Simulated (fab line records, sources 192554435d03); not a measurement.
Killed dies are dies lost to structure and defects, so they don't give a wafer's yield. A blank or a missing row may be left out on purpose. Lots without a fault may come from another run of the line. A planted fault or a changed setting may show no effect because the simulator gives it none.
Chamber matching | flow n5_finfet | N5_BEOL_M12_ILD_DEP_00 on pecvd-02: 3 sister chambers
The step deposits SiOC from DEMS/O2, target thk 658.92 nm, time 130.7 s. 24 wafers are shown with their chamber, then 12 later ones without.

WAFERS WITH THEIR CHAMBER
wafer  | chamber | throttle_valve_pct (%) | showerhead_vpp_V (V) | heater_power_w (W)
L074.1 | 1       | 12.2                   | 1356                 | 468
L074.2 | 2       | 11.7                   | 1365                 | 564
L074.4 | 2       | 11.8                   | 1373                 | 580
L075.3 | 2       | 11.8                   | 1348                 | 574
L075.4 | 0       | 12.9                   | 1392                 | 517
L075.6 | 2       | 11.7                   | 1365                 | 591
L081.2 | 0       | 13.0                   | 1397                 | 581
L081.3 | 1       | 12.0                   | 1375                 | 515
L081.6 | 2       | 11.5                   | 1350                 | 540
L085.1 | 1       | 12.0                   | 1360                 | 533
L085.3 | 2       | 11.8                   | 1349                 | 584
L085.5 | 1       | 12.2                   | 1382                 | 445
L087.1 | 1       | 12.2                   | 1368                 | 449
L087.4 | 1       | 12.2                   | 1347                 | 467
L087.5 | 2       | 11.9                   | 1353                 | 496
L089.3 | 2       | 11.7                   | 1341                 | 546
L089.4 | 0       | 12.9                   | 1384                 | 543
L089.6 | 2       | 11.8                   | 1386                 | 582
L090.4 | 2       | 11.5                   | 1362                 | 497
L090.5 | 0       | 12.9                   | 1411                 | 569
L090.6 | 1       | 12.4                   | 1343                 | 503
L092.2 | 2       | 11.8                   | 1357                 | 550
L092.4 | 1       | 12.1                   | 1363                 | 432
L092.5 | 0       | 13.2                   | 1394                 | 575

SIGNATURES (means of the wafers above)
reading            | chamber 0 | chamber 1 | chamber 2 | scatter within a chamber
throttle_valve_pct | 12.980    | 12.162    | 11.727    | 0.129
showerhead_vpp_V   | 1395.60   | 1361.75   | 1359.00   | 12.5
heater_power_w     | 557.00    | 476.50    | 554.91    | 33.3
Rule: a wafer's distance from a chamber is the root of the sum, over the readings, of the square of ((its reading less the chamber's mean) divided by the reading's scatter). The wafer belongs to the nearest chamber; if the next one is less than 2 further off, it can't be placed. The scatter: the root of (the sum of the squares of (reading less its chamber's mean) over the shown wafers, divided by (wafers less chambers)).

WAFERS WITHOUT THEIR CHAMBER
wafer  | throttle_valve_pct (%) | showerhead_vpp_V (V) | heater_power_w (W)
L093.1 | 11.9                   | 1361                 | 544
L093.5 | 12.1                   | 1344                 | 423
L093.6 | 12.9                   | 1373                 | 513
L095.1 | 12.9                   | 1374                 | 564
L095.3 | 11.8                   | 1364                 | 615
L095.5 | 12.0                   | 1336                 | 534
L096.2 | 13.2                   | 1401                 | 517
L096.4 | 13.0                   | 1408                 | 545
L096.6 | 11.9                   | 1351                 | 604
L097.2 | 11.8                   | 1387                 | 493
L097.3 | 12.2                   | 1370                 | 470
L097.4 | 11.9                   | 1361                 | 538

WHICH CHAMBER EACH WENT THROUGH
wafer  | from the rows above     | in truth
L093.1 | can't be placed: 2 or 1 | 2
L093.5 | 1                       | 1
L093.6 | 0                       | 0
L095.1 | 0                       | 0
L095.3 | 2                       | 2
L095.5 | can't be placed: 2 or 1 | 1
L096.2 | 0                       | 0
L096.4 | 0                       | 0
L096.6 | 2                       | 2
L097.2 | can't be placed: 2 or 1 | 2
L097.3 | 1                       | 1
L097.4 | can't be placed: 2 or 1 | 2
Placed correctly: 8 of 12. Can't be placed from these rows: 4 (the true chamber is among the candidates in 4). Placed wrongly: 0.
